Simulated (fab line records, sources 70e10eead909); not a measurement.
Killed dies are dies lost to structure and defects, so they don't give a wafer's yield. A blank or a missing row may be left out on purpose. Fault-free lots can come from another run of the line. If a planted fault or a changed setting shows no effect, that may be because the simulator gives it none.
fab line records    flow nandHarc
record: lots: 24  wafers: 72  lastDay: 25
route steps=1159 shown A_CONTACT@855
lots that met no fault: from a run of the same line without faults
startH: hours from the record's opening day to when the first of the lot's shown wafers began    waitH: how many hours have passed since the lot's step before this one    " identical to the entry in the row above    L1.1+2: several wafers, shown together as one row    - no value, or no start was given    * or withheld: withheld    < > ~ a bound
route shown NAME@n: names a module that has steps shown in the file, with the first one's number in the route    usual: mean and standard deviation over wafers with no fault    same: alike in all rows    chamber/n: place in a boat    sites: each site's reading    _std_site: the values' standard deviation    _edge_site: inner sites' mean taken away from outer sites' mean    radiusMm: how far each site lies from the wafer's centre    mask NAME#n: copy n    behind: the last tool/chamber to shape the wafer    hold: why the lot went on hold/how many hours it stayed there/how the hold came to an end    device: transistor that didn't switch, given as n, p or np    end of line: tests run on the same wafers once the route is complete    a step without rows: its recipe alone    killed: dies that structure and defects cost at the first sort, which is not the same as the wafer's yield    map: the dies of a wafer, with x for killed, . for not killed, _ for no die there
set.NAME: the setting as run; set.NAME@STEP: as run at that earlier step    model.NAME: the simulator's own value behind a step, which no gauge read
a sample of lots followed through the steps of the route, with each step as a table and each wafer as a row
services: from which hour (startH, from the record's first day; less than 0 if before it) a tool's chamber was out of use, for how many hours, and why
== steps ==
step: NHARC_A_CONTACT_OVL_MEAS_43
usual: overlayXNm: -0.2/0.74  overlayYNm: 0.0/0.95
lot.wafer  tool        chamber  startH  waitH  overlayXNm  overlayYNm
L074.2     overlay-01  -        369.54  -      0.7         0.7
L074.3     "           -        "       "      -0.7        0.2
L074.5     "           -        "       "      0.2         0.7
L077.2     overlay-01  -        372.14  -      -0.3        1.3
L077.3     "           -        "       "      0.4         1.9
L077.6     "           -        "       "      0.2         1.9
L075.2     overlay-01  -        375.29  -      0.2         -0.7
L075.3     "           -        "       "      0.0         -0.4
L075.4     "           -        "       "      -0.4        -1.0
L076.1     overlay-02  -        379.69  -      0.2         0.0
L076.3     "           -        "       "      -0.3        -0.1
L076.6     "           -        "       "      0.5         -0.1
L078.1     overlay-01  -        384.61  -      0.7         -0.6
L078.3     "           -        "       "      0.7         -1.1
L078.5     "           -        "       "      0.3         -1.3
L079.1     overlay-01  -        404.47  -      -0.9        -1.2
L079.5     "           -        "       "      -1.0        -1.9
L079.6     "           -        "       "      -0.9        -0.9
L084.3     overlay-01  -        410.71  -      -0.9        -1.0
L084.4     "           -        "       "      -0.5        -0.6
L084.6     "           -        "       "      -0.9        -0.3
L080.4     overlay-02  -        416.48  -      -1.2        1.1
L080.5     "           -        "       "      -0.9        0.8
L080.6     "           -        "       "      -0.9        0.9
L082.1     overlay-02  -        423.18  -      -1.3        -0.3
L082.4     "           -        "       "      -0.9        0.1
L082.5     "           -        "       "      -0.8        -0.6
L083.1     overlay-02  -        424.92  -      -0.7        -1.1
L083.2     "           -        "       "      -0.4        -1.0
L083.6     "           -        "       "      -0.9        -0.5
L081.3     overlay-02  -        427.98  -      -1.4        -1.3
L081.4     "           -        "       "      -0.3        -0.3
L081.6     "           -        "       "      -0.6        -0.1
L085.2     overlay-01  -        437.15  -      1.4         -0.9
L085.3     "           -        "       "      1.8         -0.4
L085.6     "           -        "       "      1.3         -1.3
L086.2     overlay-02  -        437.35  -      -1.0        0.2
L086.3     "           -        "       "      -1.2        0.1
L086.5     "           -        "       "      -0.9        0.5
L087.4     overlay-02  -        441.27  -      -0.4        -0.2
L087.5     "           -        "       "      -1.1        0.3
L087.6     "           -        "       "      0.0         -0.4
L088.2     overlay-01  -        450.73  -      1.3         -0.6
L088.4     "           -        "       "      0.9         -0.3
L088.5     "           -        "       "      1.2         -0.4
L091.4     overlay-02  -        461.78  -      0.1         1.2
L091.5     "           -        "       "      -0.4        0.6
L091.6     "           -        "       "      0.0         1.1
L089.1     overlay-02  -        461.93  -      -0.1        -0.7
L089.3     "           -        "       "      0.0         -1.3
L089.4     "           -        "       "      0.2         -1.1
L090.3     overlay-01  -        469.08  -      -0.1        1.6
L090.5     "           -        "       "      0.4         0.6
L090.6     "           -        "       "      0.3         1.3
L092.3     overlay-02  -        469.41  -      -0.2        0.6
L092.4     "           -        "       "      0.5         1.1
L092.6     "           -        "       "      0.4         0.5
L093.1     overlay-02  -        476.02  -      -0.5        0.8
L093.3     "           -        "       "      0.5         0.5
L093.4     "           -        "       "      0.4         0.5
L094.4     overlay-02  -        476.93  -      0.7         1.0
L094.5     "           -        "       "      0.2         0.9
L094.6     "           -        "       "      0.5         1.1
L095.1     overlay-01  -        505.01  -      0.4         -0.4
L095.5     "           -        "       "      0.7         -0.6
L095.6     "           -        "       "      0.7         -0.4
L097.1     overlay-02  -        507.42  -      -0.8        1.7
L097.3     "           -        "       "      -0.9        1.5
L097.6     "           -        "       "      -1.4        1.9
L096.1     overlay-01  -        511.55  -      -0.5        -1.4
L096.2     "           -        "       "      0.0         -0.9
L096.4     "           -        "       "      -0.6        -1.1
step: NHARC_A_CONTACT_ETCH_113
recipe: sourceW: withheld  pressureMtorr: 20  biasV: 3000  timeS: 94  targetDepthA: 9220  arFlowSccm: withheld  c4f8FlowSccm: withheld  o2FlowSccm: withheld  chemistry: C4F8/O2/Ar
lot.wafer  tool           chamber  startH  waitH  rfHoursCounterH
L074.2     harCapEtch-02  0        371.28  0.1    11
L074.3     "              0        "       "      -
L074.5     "              1        "       "      -
L077.2     harCapEtch-03  1        373.79  0.1    82
L077.3     "              1        "       "      -
L077.6     "              0        "       "      -
L075.2     harCapEtch-03  0        376.94  0.1    83
L075.4     "              0        "       "      -
L075.3     "              1        "       "      -
L076.1     harCapEtch-03  1        381.62  0.1    84
L076.3     "              1        "       "      -
L076.6     "              1        "       "      -
L078.1     harCapEtch-02  0        386.64  0.1    14
L078.3     "              0        "       "      -
L078.5     "              1        "       "      -
L079.1     harCapEtch-01  1        406.13  0.1    62
L079.6     "              0        "       "      -
L079.5     "              1        "       "      -
L084.3     harCapEtch-03  0        412.56  0.1    -
L084.4     "              1        "       "      -
L084.6     "              1        "       "      -
L080.4     harCapEtch-01  0        418.22  0.1    -
L080.6     "              1        "       "      -
L080.5     "              0        "       "      -
L082.1     harCapEtch-02  1        424.84  0.1    18
L082.4     "              1        "       "      -
L082.5     "              0        "       "      -
L083.1     harCapEtch-03  0        426.57  0.1    91
L083.2     "              1        "       "      91
L083.6     "              0        "       "      -
L081.3     harCapEtch-01  0        429.68  0.1    -
L081.4     "              1        "       "      -
L081.6     "              1        "       "      -
L085.2     harCapEtch-02  0        438.91  0.1    22
L085.3     "              0        "       "      -
L085.6     "              1        "       "      -
L086.2     harCapEtch-01  0        439.24  0.1    68
L086.3     "              0        "       "      -
L086.5     "              1        "       "      -
L087.4     harCapEtch-01  1        443.09  0.1    -
L087.6     "              0        "       "      -
L087.5     "              1        "       "      -
L088.2     harCapEtch-03  0        452.38  0.1    97
L088.4     "              1        "       "      -
L088.5     "              1        "       "      -
L091.4     harCapEtch-02  1        463.66  0.1    -
L091.5     "              0        "       "      -
L091.6     "              1        "       "      -
L089.1     harCapEtch-03  0        464.10  0.1    99
L089.3     "              1        "       "      -
L089.4     "              0        "       "      -
L090.3     harCapEtch-02  0        470.77  0.1    -
L090.6     "              1        "       "      -
L090.5     "              0        "       "      -
L092.3     harCapEtch-03  1        471.22  0.1    -
L092.4     "              0        "       "      -
L092.6     "              0        "       "      -
L093.1     harCapEtch-03  0        477.78  0.1    101
L093.4     "              1        "       "      -
L093.3     "              0        "       "      -
L094.4     harCapEtch-01  0        478.74  0.1    -
L094.6     "              0        "       "      -
L094.5     "              1        "       "      -
L095.1     harCapEtch-03  1        506.71  0.1    106
L095.5     "              1        "       "      -
L095.6     "              0        "       "      -
L097.1     harCapEtch-02  1        509.13  0.1    34
L097.3     "              0        "       "      -
L097.6     "              1        "       "      -
L096.1     harCapEtch-01  1        513.20  0.1    80
L096.2     "              0        "       "      80
L096.4     "              0        "       "      -
step: NHARC_A_CONTACT_ETCH_102
recipe: targetDepthA: 700  overetchA: 70  timeS: 38.5  ionEnergyEv: 100  cf4FlowSccm: 80  o2FlowSccm: 20  arFlowSccm: 0  rfW: 300  biasW: 100  chemistry: CF4/O2
usual: drypumpMotorCurrentA: 5.9/0.61  oesProductAu: 1.001/0.017  rfVppV: 197.9/1.5  showerheadPlenumPTorr: 1.34/0.062  throttleValvePct: 13.398/0.0097
lot.wafer  tool        chamber  startH  waitH  drypumpMotorCurrentA  oesProductAu  rfHoursCounterH  rfVppV  showerheadPlenumPTorr  throttleValvePct
L074.3     rieDiel-13  1        373.72  0.0    5.3                   1.002         32               199.0   1.38                   13.397
L074.2     "           0        "       "      5.5                   1.006         36               198.4   1.42                   13.406
L074.5     "           2        "       "      6.5                   1.009         -                196.3   1.24                   13.404
L077.3     rieDiel-12  3        376.02  0.1    6.0                   1.022         60               196.0   1.25                   13.413
L077.2     "           0        "       "      5.1                   0.984         61               198.9   1.43                   13.391
L077.6     "           2        "       "      6.2                   1.008         -                197.2   1.24                   13.395
L075.4     rieDiel-11  2        378.97  0.1    4.8                   0.980         0                198.4   1.29                   13.398
L075.2     "           3        "       "      6.3                   1.019         0                197.1   1.30                   13.406
L075.3     "           1        "       "      6.6                   1.006         0                199.0   1.34                   13.402
L076.1     rieDiel-13  2        383.85  0.1    6.4                   1.002         37               195.9   1.24                   13.391
L076.3     "           3        "       "      6.3                   1.012         43               197.9   1.38                   13.387
L076.6     "           1        "       "      5.3                   0.990         -                198.4   1.38                   13.402
L078.3     rieDiel-13  3        388.66  0.0    6.2                   1.013         45               197.8   1.38                   13.395
L078.1     "           2        "       "      6.5                   1.016         39               195.1   1.24                   13.391
L078.5     "           3        "       "      6.3                   1.018         -                198.6   1.38                   13.390
L079.1     rieDiel-11  3        408.12  0.1    6.3                   1.013         6                197.3   1.30                   13.413
L079.5     "           3        "       "      6.3                   1.023         -                196.8   1.30                   13.406
L079.6     "           0        "       "      5.9                   0.983         -                199.2   1.41                   13.403
L084.4     rieDiel-11  0        414.59  0.1    5.9                   0.979         7                199.2   1.41                   13.425
L084.3     "           2        "       "      4.8                   0.974         7                198.2   1.29                   13.410
L084.6     "           0        "       "      5.9                   0.984         -                198.9   1.41                   13.394
L080.4     rieDiel-11  3        420.26  0.1    6.3                   1.020         8                195.7   1.30                   13.396
L080.6     "           2        "       "      4.8                   0.972         -                197.5   1.29                   13.389
L080.5     "           3        "       "      6.3                   1.016         -                196.3   1.30                   13.418
L082.4     rieDiel-11  3        426.87  0.1    6.3                   1.004         10               198.3   1.30                   13.412
L082.1     "           1        "       "      6.6                   1.005         10               198.1   1.34                   13.392
L082.5     "           3        "       "      6.3                   1.020         -                197.2   1.30                   13.406
L083.2     rieDiel-13  0        428.65  0.1    5.5                   1.019         60               201.1   1.42                   13.397
L083.1     "           2        "       "      6.4                   1.026         54               195.7   1.23                   13.407
L083.6     "           0        "       "      5.4                   1.024         -                200.1   1.42                   13.403
L081.4     rieDiel-11  2        431.72  0.1    4.8                   0.979         11               197.3   1.29                   13.414
L081.3     "           3        "       "      6.3                   1.023         11               198.2   1.30                   13.394
L081.6     "           1        "       "      6.6                   1.007         -                197.7   1.34                   13.402
L085.2     rieDiel-13  2        440.99  0.1    6.4                   1.017         59               195.8   1.23                   13.401
L085.3     "           0        "       "      5.5                   1.015         64               199.9   1.42                   13.404
L085.6     "           1        "       "      5.3                   1.007         -                198.1   1.38                   13.392
L086.2     rieDiel-12  3        441.37  0.1    5.9                   0.997         17               196.8   1.24                   13.409
L086.3     "           0        "       "      5.2                   1.018         16               198.8   1.43                   13.388
L086.5     "           3        "       "      5.9                   1.006         -                195.1   1.24                   13.384
L087.4     rieDiel-11  2        445.14  0.1    4.8                   0.976         14               196.5   1.29                   13.380
L087.5     "           1        "       "      6.6                   0.990         -                198.5   1.34                   13.397
L087.6     "           2        "       "      4.8                   0.978         -                197.2   1.29                   13.417
L088.2     rieDiel-11  2        454.44  0.0    4.8                   0.978         16               196.4   1.29                   13.394
L088.4     "           0        "       "      5.9                   0.991         16               199.2   1.41                   13.406
L088.5     "           2        "       "      4.8                   0.977         -                196.6   1.29                   13.391
L091.4     rieDiel-13  1        465.74  0.2    5.3                   1.016         1                199.0   1.38                   13.392
L091.5     "           3        "       "      6.3                   1.016         -                198.7   1.38                   13.391
L091.6     "           0        "       "      5.5                   1.021         -                200.3   1.42                   13.396
L089.1     rieDiel-11  1        466.10  0.1    6.6                   0.981         19               197.2   1.34                   13.399
L089.3     "           3        "       "      6.3                   1.016         17               196.2   1.30                   13.397
L089.4     "           0        "       "      5.9                   0.983         19               198.8   1.41                   13.384
L090.3     rieDiel-11  3        473.08  0.1    6.3                   1.018         19               199.2   1.30                   13.399
L090.5     "           2        "       "      4.8                   0.975         -                197.0   1.29                   13.392
L090.6     "           3        "       "      6.3                   1.012         -                197.5   1.30                   13.386
L092.3     rieDiel-11  1        474.30  0.1    6.6                   0.992         21               196.8   1.34                   13.395
L092.4     "           2        "       "      4.8                   0.979         20               197.1   1.29                   13.387
L092.6     "           1        "       "      6.6                   0.988         -                197.5   1.34                   13.398
L093.3     rieDiel-12  2        480.19  0.1    6.2                   0.999         33               195.4   1.24                   13.394
L093.4     "           0        "       "      5.1                   1.013         35               200.4   1.42                   13.373
L093.1     "           1        "       "      6.0                   0.992         33               197.7   1.28                   13.401
L094.4     rieDiel-13  1        481.14  0.1    5.3                   0.998         8                198.7   1.38                   13.398
L094.6     "           2        "       "      6.4                   1.013         -                200.2   1.44                   13.407
L094.5     "           3        "       "      6.3                   1.012         -                199.1   1.38                   13.408
L095.1     rieDiel-13  2        508.83  0.1    6.4                   1.020         17               198.4   1.44                   13.403
L095.5     "           0        "       "      5.4                   1.036         -                200.2   1.41                   13.400
L095.6     "           1        "       "      5.3                   1.001         -                197.6   1.37                   13.400
L097.3     rieDiel-11  0        511.15  0.1    5.9                   0.986         28               197.5   1.41                   13.404
L097.1     "           1        "       "      6.6                   0.997         27               197.8   1.34                   13.409
L097.6     "           0        "       "      5.9                   0.986         -                199.9   1.41                   13.395
L096.4     rieDiel-11  0        515.74  0.1    5.9                   0.992         29               198.2   1.41                   13.397
L096.1     "           1        "       "      6.6                   1.002         28               197.4   1.34                   13.401
L096.2     "           2        "       "      4.8                   0.983         27               196.6   1.29                   13.412
step: NHARC_A_CONTACT_ETCH_130
recipe: sourceW: withheld  pressureMtorr: 20  biasV: 1200  timeS: 155  targetDepthA: 9560  arFlowSccm: withheld  c4f8FlowSccm: withheld  o2FlowSccm: withheld  chemistry: C4F8/O2/Ar
lot.wafer  tool           chamber  startH  waitH  rfHoursCounterH
L074.2     harCapEtch-01  0        381.09  0.1    58
L074.3     "              1        "       "      -
L074.5     "              1        "       "      -
L077.2     harCapEtch-02  0        381.42  0.1    13
L077.3     "              0        "       "      -
L077.6     "              0        "       "      -
L075.2     harCapEtch-01  1        385.18  0.1    59
L075.4     "              0        "       "      -
L075.3     "              1        "       "      -
L076.1     harCapEtch-03  0        389.17  0.1    87
L076.3     "              0        "       "      -
L076.6     "              0        "       "      -
L078.1     harCapEtch-01  1        394.23  0.1    62
L078.3     "              0        "       "      -
L078.5     "              1        "       "      -
L079.1     harCapEtch-02  1        416.69  0.1    17
L079.6     "              0        "       "      -
L079.5     "              1        "       "      -
L084.3     harCapEtch-03  1        422.95  0.1    -
L084.4     "              0        "       "      -
L084.6     "              1        "       "      -
L080.4     harCapEtch-02  0        429.00  0.1    -
L080.5     "              0        "       "      -
L080.6     "              1        "       "      -
L082.1     harCapEtch-02  0        433.72  0.2    21
L082.4     "              0        "       "      -
L082.5     "              1        "       "      -
L083.2     harCapEtch-01  1        435.28  0.1    67
L083.1     "              0        "       "      67
L083.6     "              1        "       "      -
L081.3     harCapEtch-03  1        439.39  0.1    -
L081.4     "              0        "       "      -
L081.6     "              0        "       "      -
L085.2     harCapEtch-03  0        446.68  0.1    96
L085.3     "              0        "       "      -
L085.6     "              1        "       "      -
L086.2     harCapEtch-01  1        447.55  0.1    71
L086.3     "              0        "       "      -
L086.5     "              1        "       "      -
L087.4     harCapEtch-02  0        451.03  0.1    -
L087.5     "              0        "       "      -
L087.6     "              1        "       "      -
L088.2     harCapEtch-01  0        460.23  0.1    73
L088.4     "              1        "       "      -
L088.5     "              1        "       "      -
L089.1     harCapEtch-01  1        473.90  0.1    75
L089.4     "              1        "       "      -
L089.3     "              0        "       "      -
L091.4     harCapEtch-02  0        475.39  0.1    -
L091.5     "              1        "       "      -
L091.6     "              0        "       "      -
L090.3     harCapEtch-02  0        479.71  0.1    -
L090.6     "              0        "       "      -
L090.5     "              1        "       "      -
L092.4     harCapEtch-03  0        481.65  0.1    -
L092.3     "              1        "       "      -
L092.6     "              1        "       "      -
L093.1     harCapEtch-03  0        487.56  0.1    104
L093.4     "              1        "       "      -
L093.3     "              0        "       "      -
L094.4     harCapEtch-01  0        488.07  0.1    -
L094.6     "              1        "       "      -
L094.5     "              0        "       "      -
L095.1     harCapEtch-02  0        515.87  0.1    35
L095.5     "              1        "       "      -
L095.6     "              0        "       "      -
L097.1     harCapEtch-01  0        517.92  0.1    82
L097.3     "              0        "       "      -
L097.6     "              0        "       "      -
L096.1     harCapEtch-03  0        521.00  0.1    109
L096.2     "              1        "       "      109
L096.4     "              1        "       "      -
step: NHARC_A_CONTACT_ETCH_106
recipe: targetDepthA: 600  overetchA: 60  timeS: 33  ionEnergyEv: 100  cf4FlowSccm: 80  o2FlowSccm: 20  arFlowSccm: 0  rfW: 300  biasW: 100  chemistry: CF4/O2
usual: drypumpMotorCurrentA: 5.9/0.59  oesProductAu: 1.001/0.016  rfVppV: 197.6/1.7  showerheadPlenumPTorr: 1.32/0.065  throttleValvePct: 13.398/0.0089
lot.wafer  tool        chamber  startH  waitH  drypumpMotorCurrentA  oesProductAu  rfHoursCounterH  rfVppV  showerheadPlenumPTorr  throttleValvePct
L074.3     rieDiel-11  3        382.65  0.1    6.3                   1.037         2                197.5   1.30                   13.398
L074.2     "           0        "       "      5.9                   0.984         2                199.7   1.41                   13.398
L074.5     "           1        "       "      6.6                   1.001         -                195.2   1.34                   13.393
L077.3     rieDiel-11  2        383.41  0.3    4.8                   0.966         2                195.4   1.29                   13.395
L077.2     "           3        "       "      6.3                   1.011         2                198.0   1.30                   13.407
L077.6     "           2        "       "      4.8                   0.973         -                198.1   1.29                   13.394
L075.4     rieDiel-11  2        386.80  0.1    4.8                   0.982         3                197.3   1.29                   13.389
L075.2     "           3        "       "      6.3                   1.027         4                197.2   1.30                   13.400
L075.3     "           0        "       "      5.9                   0.985         3                199.8   1.41                   13.405
L076.3     rieDiel-12  0        390.68  0.1    5.2                   1.018         1                198.8   1.43                   13.409
L076.1     "           1        "       "      6.0                   1.017         1                195.6   1.28                   13.400
L076.6     "           0        "       "      5.1                   1.025         -                200.1   1.43                   13.398
L078.3     rieDiel-13  1        395.74  0.1    5.3                   1.008         41               199.3   1.38                   13.402
L078.1     "           2        "       "      6.4                   1.020         41               194.6   1.24                   13.391
L078.5     "           0        "       "      5.5                   1.010         -                198.7   1.42                   13.406
L079.1     rieDiel-12  0        418.22  0.1    5.1                   1.009         13               200.0   1.43                   13.390
L079.5     "           2        "       "      6.2                   0.999         -                196.4   1.24                   13.394
L079.6     "           3        "       "      6.0                   0.996         -                196.4   1.24                   13.416
L084.3     rieDiel-12  2        424.51  0.1    6.2                   1.008         12               195.9   1.24                   13.410
L084.6     "           1        "       "      6.0                   1.011         -                195.2   1.28                   13.393
L084.4     "           2        "       "      6.2                   0.999         -                196.0   1.24                   13.418
L080.4     rieDiel-13  2        430.56  0.1    6.4                   1.013         54               196.2   1.23                   13.398
L080.6     "           1        "       "      5.3                   0.996         -                200.9   1.38                   13.385
L080.5     "           2        "       "      6.4                   1.030         -                194.5   1.23                   13.398
L082.4     rieDiel-11  2        435.45  0.1    4.8                   0.972         11               197.4   1.29                   13.395
L082.1     "           3        "       "      6.3                   1.014         11               197.0   1.30                   13.398
L082.5     "           2        "       "      4.8                   0.972         -                196.6   1.29                   13.401
L083.1     rieDiel-12  2        436.81  0.1    6.2                   1.000         15               195.5   1.24                   13.390
L083.2     "           3        "       "      6.0                   0.990         17               197.0   1.24                   13.394
L083.6     "           1        "       "      6.0                   1.014         -                195.7   1.28                   13.393
L081.4     rieDiel-13  3        440.94  0.1    6.3                   1.005         63               200.3   1.38                   13.408
L081.3     "           1        "       "      5.3                   1.008         60               200.5   1.38                   13.385
L081.6     "           0        "       "      5.5                   1.018         -                201.0   1.42                   13.394
L085.3     rieDiel-11  2        448.17  0.0    4.8                   0.975         15               196.7   1.29                   13.403
L085.2     "           3        "       "      6.3                   1.025         14               197.7   1.30                   13.389
L085.6     "           3        "       "      6.3                   1.008         -                197.0   1.30                   13.411
L086.2     rieDiel-13  1        449.03  0.1    5.3                   1.001         64               199.8   1.38                   13.402
L086.3     "           0        "       "      5.5                   1.019         68               200.3   1.42                   13.391
L086.5     "           1        "       "      5.3                   1.008         -                198.2   1.38                   13.411
L087.4     rieDiel-13  2        452.73  0.1    6.5                   1.022         64               194.9   1.23                   13.405
L087.6     "           0        "       "      5.5                   1.017         -                201.1   1.42                   13.365
L087.5     "           1        "       "      5.3                   1.001         -                199.6   1.38                   13.400
L088.2     rieDiel-12  3        462.47  0.1    6.0                   1.000         27               195.6   1.24                   13.403
L088.4     "           2        "       "      6.2                   0.996         27               194.1   1.24                   13.395
L088.5     "           0        "       "      5.2                   1.010         -                199.2   1.43                   13.387
L089.4     rieDiel-11  3        475.39  0.1    6.3                   1.009         19               197.1   1.30                   13.395
L089.1     "           0        "       "      5.9                   0.966         20               199.5   1.41                   13.406
L089.3     "           2        "       "      4.8                   0.975         20               197.2   1.29                   13.383
L091.4     rieDiel-12  0        476.83  0.1    5.1                   1.028         34               199.2   1.42                   13.403
L091.6     "           1        "       "      6.0                   1.004         -                197.2   1.28                   13.391
L091.5     "           2        "       "      6.2                   0.997         -                195.9   1.24                   13.406
L090.3     rieDiel-11  2        481.21  0.1    4.8                   0.972         22               197.3   1.29                   13.413
L090.5     "           1        "       "      6.7                   0.988         -                198.2   1.34                   13.393
L090.6     "           2        "       "      4.8                   0.971         -                197.2   1.29                   13.397
L092.3     rieDiel-11  0        483.12  0.1    5.9                   0.990         23               198.2   1.41                   13.413
L092.4     "           1        "       "      6.6                   0.982         23               199.5   1.34                   13.397
L092.6     "           2        "       "      4.8                   0.980         -                194.5   1.29                   13.407
L093.4     rieDiel-11  2        489.32  0.2    4.8                   0.963         24               197.4   1.29                   13.392
L093.3     "           3        "       "      6.3                   1.016         23               196.4   1.30                   13.389
L093.1     "           1        "       "      6.6                   0.997         25               197.6   1.34                   13.394
L094.4     rieDiel-13  2        489.76  0.1    6.4                   1.025         12               200.1   1.44                   13.400
L094.5     "           3        "       "      6.3                   1.014         -                198.0   1.37                   13.398
L094.6     "           0        "       "      5.4                   1.026         -                199.0   1.41                   13.403
L095.1     rieDiel-11  0        517.53  0.1    5.9                   0.989         30               198.4   1.41                   13.397
L095.5     "           3        "       "      6.3                   1.008         -                195.7   1.30                   13.385
L095.6     "           0        "       "      5.9                   0.999         -                199.7   1.41                   13.407
L097.1     rieDiel-12  1        519.72  0.3    6.0                   1.001         49               197.3   1.27                   13.397
L097.3     "           2        "       "      6.2                   0.988         48               195.4   1.23                   13.407
L097.6     "           1        "       "      6.0                   1.000         -                196.7   1.27                   13.411
L096.1     rieDiel-11  2        523.10  0.2    4.8                   0.986         29               196.4   1.29                   13.389
L096.2     "           3        "       "      6.3                   1.011         30               197.3   1.30                   13.396
L096.4     "           1        "       "      6.6                   0.999         30               196.5   1.34                   13.388
step: NHARC_A_CONTACT_ETCH_139
recipe: sourceW: withheld  pressureMtorr: 20  biasV: 400  timeS: 137  targetDepthA: 5900  arFlowSccm: withheld  c4f8FlowSccm: 11.5  o2FlowSccm: 7.2  chemistry: C4F8/O2/Ar
lot.wafer  tool           chamber  startH  waitH  rfHoursCounterH
L074.2     harCapEtch-03  0        387.39  0.1    86
L074.3     "              1        "       "      -
L074.5     "              0        "       "      -
L077.2     harCapEtch-01  0        388.09  0.1    61
L077.3     "              1        "       "      -
L077.6     "              0        "       "      -
L075.2     harCapEtch-02  0        391.33  0.1    15
L075.4     "              0        "       "      -
L075.3     "              1        "       "      -
L076.1     harCapEtch-03  0        396.57  0.1    88
L076.3     "              0        "       "      -
L076.6     "              1        "       "      -
L078.1     harCapEtch-02  0        400.24  0.1    16
L078.3     "              1        "       "      -
L078.5     "              1        "       "      -
L079.1     harCapEtch-01  0        426.53  0.1    65
L079.6     "              1        "       "      -
L079.5     "              0        "       "      -
L084.3     harCapEtch-03  1        431.30  0.1    -
L084.4     "              0        "       "      -
L084.6     "              1        "       "      -
L080.4     harCapEtch-03  0        440.85  0.2    -
L080.5     "              1        "       "      -
L080.6     "              0        "       "      -
L082.1     harCapEtch-02  0        442.26  0.1    23
L082.4     "              1        "       "      -
L082.5     "              1        "       "      -
L083.2     harCapEtch-03  1        444.04  0.1    95
L083.1     "              0        "       "      95
L083.6     "              0        "       "      -
L081.3     harCapEtch-02  1        445.52  0.1    -
L081.4     "              0        "       "      -
L081.6     "              0        "       "      -
L085.2     harCapEtch-01  0        453.83  0.1    72
L085.3     "              0        "       "      -
L085.6     "              0        "       "      -
L086.2     harCapEtch-02  1        454.11  0.1    26
L086.3     "              1        "       "      -
L086.5     "              1        "       "      -
L087.4     harCapEtch-03  1        457.39  0.2    -
L087.6     "              0        "       "      -
L087.5     "              1        "       "      -
L088.2     harCapEtch-01  1        466.86  0.1    74
L088.4     "              0        "       "      -
L088.5     "              0        "       "      -
L089.1     harCapEtch-01  0        484.08  0.2    77
L089.4     "              1        "       "      -
L089.3     "              0        "       "      -
L091.4     harCapEtch-02  1        486.50  0.2    -
L091.6     "              0        "       "      -
L091.5     "              1        "       "      -
L090.3     harCapEtch-02  0        488.56  0.1    -
L090.5     "              0        "       "      -
L090.6     "              1        "       "      -
L092.4     harCapEtch-03  1        490.58  0.2    -
L092.3     "              0        "       "      -
L092.6     "              0        "       "      -
L093.1     harCapEtch-02  1        494.22  0.1    33
L093.3     "              0        "       "      -
L093.4     "              1        "       "      -
L094.4     harCapEtch-01  0        495.87  0.2    -
L094.6     "              1        "       "      -
L094.5     "              0        "       "      -
L095.1     harCapEtch-03  1        525.94  0.1    110
L095.5     "              1        "       "      -
L095.6     "              0        "       "      -
L097.1     harCapEtch-02  1        526.16  0.1    38
L097.3     "              0        "       "      -
L097.6     "              0        "       "      -
L096.1     harCapEtch-01  0        527.74  0.1    84
L096.2     "              1        "       "      84
L096.4     "              0        "       "      -
== services ==
tool        chamber  startH  hours  kind
rieDiel-11  0        356.30  4.6    repair
rieDiel-11  -        366.64  9.0    pm
rieDiel-11  0        366.64  9.0    ventCycle
rieDiel-11  1        366.64  9.0    ventCycle
rieDiel-11  2        366.64  9.0    ventCycle
rieDiel-11  3        366.64  9.0    ventCycle
rieDiel-11  0        375.64  -      clean
rieDiel-11  1        375.64  -      clean
rieDiel-11  2        375.64  -      clean
rieDiel-11  3        375.64  -      clean
rieDiel-12  -        379.58  9.0    pm
rieDiel-11  0        400.14  -      clean
rieDiel-11  1        400.14  -      clean
rieDiel-11  2        400.14  -      clean
rieDiel-11  3        400.14  -      clean
rieDiel-12  0        424.00  7.0    repair
rieDiel-11  0        424.78  -      clean
rieDiel-11  1        424.78  -      clean
rieDiel-11  2        424.78  -      clean
rieDiel-11  3        424.78  -      clean
rieDiel-11  -        432.78  0.4    repair
rieDiel-12  1        447.06  3.3    repair
rieDiel-13  -        453.00  9.0    pm
rieDiel-12  0        491.23  22.6   repair
== key ==
fault none
